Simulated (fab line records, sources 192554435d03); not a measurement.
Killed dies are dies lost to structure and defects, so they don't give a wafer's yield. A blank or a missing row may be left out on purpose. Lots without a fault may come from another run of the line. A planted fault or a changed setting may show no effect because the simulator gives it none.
Split-lot experiment | flow n5_finfet | 7 lots, 39 wafers read, on a route of 1938 steps

THE SPLIT
At N5_HKMG_FIN_ETCH_55 (etches SOC in N2/H2, target depth 240 nm, time 300 s), the setting time_s was moved away from the recipe's 300 s on 15 of the 39 wafers read, by -44.2% to +54.0%. The other wafers ran this setting at the recipe's value.

The reading is taken at the split's own step.

THE READING
SiARC_of_HKMG_FIN_COAT_42.thk_nm (the simulator's own value, which no gauge read), in nm, at N5_HKMG_FIN_ETCH_55 (etches SOC in N2/H2, target depth 240 nm, time 300 s). The file gives no usual value for it. The 24 wafers here that ran the recipe average 20.9 nm, standard deviation 0.42 nm.

wafer  | tool, chamber at the split | time_s as run, s | against the recipe | SiARC_of_HKMG_FIN_COAT_42.thk_nm, nm | against lot-mates on the recipe
L078.1 | rie_diel-05, 3             | 168.4            | -43.9%             | 26.8                                 | +6.0
L078.2 | rie_diel-05, 2             | 300              | recipe             | 20.6                                 | -
L078.3 | rie_diel-05, 1             | 168.4            | -43.9%             | 27.2                                 | +6.4
L078.4 | rie_diel-05, 0             | 300              | recipe             | 21.2                                 | -
L078.5 | rie_diel-05, 0             | 168.4            | -43.9%             | 27.2                                 | +6.4
L078.6 | rie_diel-05, 3             | 300              | recipe             | 20.6                                 | -
L082.1 | rie_diel-03, 0             | 300              | recipe             | 20.6                                 | -
L082.2 | rie_diel-03, 3             | 391              | +30.3%             | 16.8                                 | -4.1
L082.3 | rie_diel-03, 2             | 300              | recipe             | 20.8                                 | -
L082.4 | rie_diel-03, 3             | 300              | recipe             | 21.2                                 | -
L082.5 | rie_diel-03, 2             | 391              | +30.3%             | 16.2                                 | -4.7
L082.6 | rie_diel-03, 0             | 391              | +30.3%             | 16.4                                 | -4.5
L083.1 | rie_diel-05, 1             | 300              | recipe             | 21.4                                 | -
L083.4 | rie_diel-05, 2             | 300              | recipe             | 20.6                                 | -
L083.5 | rie_diel-05, 2             | 300              | recipe             | 20.6                                 | -
L088.1 | rie_diel-03, 1             | 300              | recipe             | 20.2                                 | -
L088.2 | rie_diel-03, 0             | 300              | recipe             | 20.6                                 | -
L088.3 | rie_diel-03, 3             | 300              | recipe             | 20.8                                 | -
L088.4 | rie_diel-03, 2             | 300              | recipe             | 20.6                                 | -
L088.5 | rie_diel-03, 2             | 300              | recipe             | 20.4                                 | -
L088.6 | rie_diel-03, 3             | 300              | recipe             | 21                                   | -
L093.1 | rie_diel-03, 1             | 348.8            | +16.3%             | 18                                   | -2.9
L093.2 | rie_diel-03, 0             | 300              | recipe             | 21                                   | -
L093.3 | rie_diel-03, 2             | 348.8            | +16.3%             | 18.2                                 | -2.7
L093.4 | rie_diel-03, 3             | 300              | recipe             | 21.4                                 | -
L093.5 | rie_diel-03, 2             | 348.8            | +16.3%             | 18.4                                 | -2.5
L093.6 | rie_diel-03, 1             | 300              | recipe             | 20.4                                 | -
L094.1 | rie_diel-06, 2             | 300              | recipe             | 22                                   | -
L094.2 | rie_diel-06, 1             | 300              | recipe             | 20.8                                 | -
L094.3 | rie_diel-06, 3             | 167.4            | -44.2%             | 27.2                                 | +5.8
L094.4 | rie_diel-06, 0             | 300              | recipe             | 21.4                                 | -
L094.5 | rie_diel-06, 1             | 167.4            | -44.2%             | 27                                   | +5.6
L094.6 | rie_diel-06, 0             | 167.4            | -44.2%             | 27.2                                 | +5.8
L096.1 | rie_diel-06, 0             | 300              | recipe             | 21.4                                 | -
L096.2 | rie_diel-06, 3             | 461.9            | +54.0%             | 13.6                                 | -7.7
L096.3 | rie_diel-06, 2             | 461.9            | +54.0%             | 14.4                                 | -6.9
L096.4 | rie_diel-06, 1             | 300              | recipe             | 21                                   | -
L096.5 | rie_diel-06, 3             | 461.9            | +54.0%             | 13.6                                 | -7.7
L096.6 | rie_diel-06, 0             | 300              | recipe             | 21.4                                 | -

THE FIT
A straight line over all 39 wafers: SiARC_of_HKMG_FIN_COAT_42.thk_nm changes by -0.138 nm for each +1% of time_s; r = -0.99; the points scatter about the line by 0.42 nm.
The same after taking each lot's own level away (the mean of its wafers on the recipe; 39 wafers): -0.139 nm for each +1%; r = -0.99; scatter 0.35 nm.
On that fit, the largest move of time_s shifts the reading by 7.5 nm.
The lots' own levels span 20.60 to 21.40 nm, that is 1.9 times the standard deviation above.
So the lot-to-lot level changes the slope little: the two slopes agree.
Check: with one of the wafers moved furthest among these (+54.0%) left out of the fit, the line predicts -7.52 nm for it against its lot-mates. It came out at -7.67 nm against them.

OTHER SPLITS ON THESE WAFERS
These wafers also went through other splits before the reading. Each is held against what the fit with the lots' levels taken away leaves over:
other split on the same wafers        | wafers away from the commonest value | r with SiARC_of_HKMG_FIN_COAT_42.thk_nm (lot level and that fit taken away)
N5_STI_FIN_REVEAL_ALD_00 target_thk_a | 15                                   | +0.10
N5_SD_EPI_N_EPI_21 time_s             | 12                                   | -0.01

THE WHOLE CHAIN: every reading that the file lists as answering this split, in the file's order
step                | what it does                                         | reading                                                                           | change (the file's fit)               | r (the file's)
N5_HKMG_FIN_ETCH_55 | etches SOC in N2/H2, target depth 240 nm, time 300 s | HKMG_FIN.feature_depth_nm (the simulator's own value, which no gauge read)        | +2.42 nm for each +1% of the setting  | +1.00
N5_HKMG_FIN_ETCH_55 | etches SOC in N2/H2, target depth 240 nm, time 300 s | etch.depth_nm (the simulator's own value, which no gauge read)                    | +2.42 nm for each +1% of the setting  | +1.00
N5_HKMG_FIN_ETCH_55 | etches SOC in N2/H2, target depth 240 nm, time 300 s | SiARC_of_HKMG_FIN_COAT_42.thk_nm (the simulator's own value, which no gauge read) | -0.139 nm for each +1% of the setting | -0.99

THE FILE'S OWN FIT
SiARC_of_HKMG_FIN_COAT_42.thk_nm changes by -0.139 nm for each +1% of time_s, r = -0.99.
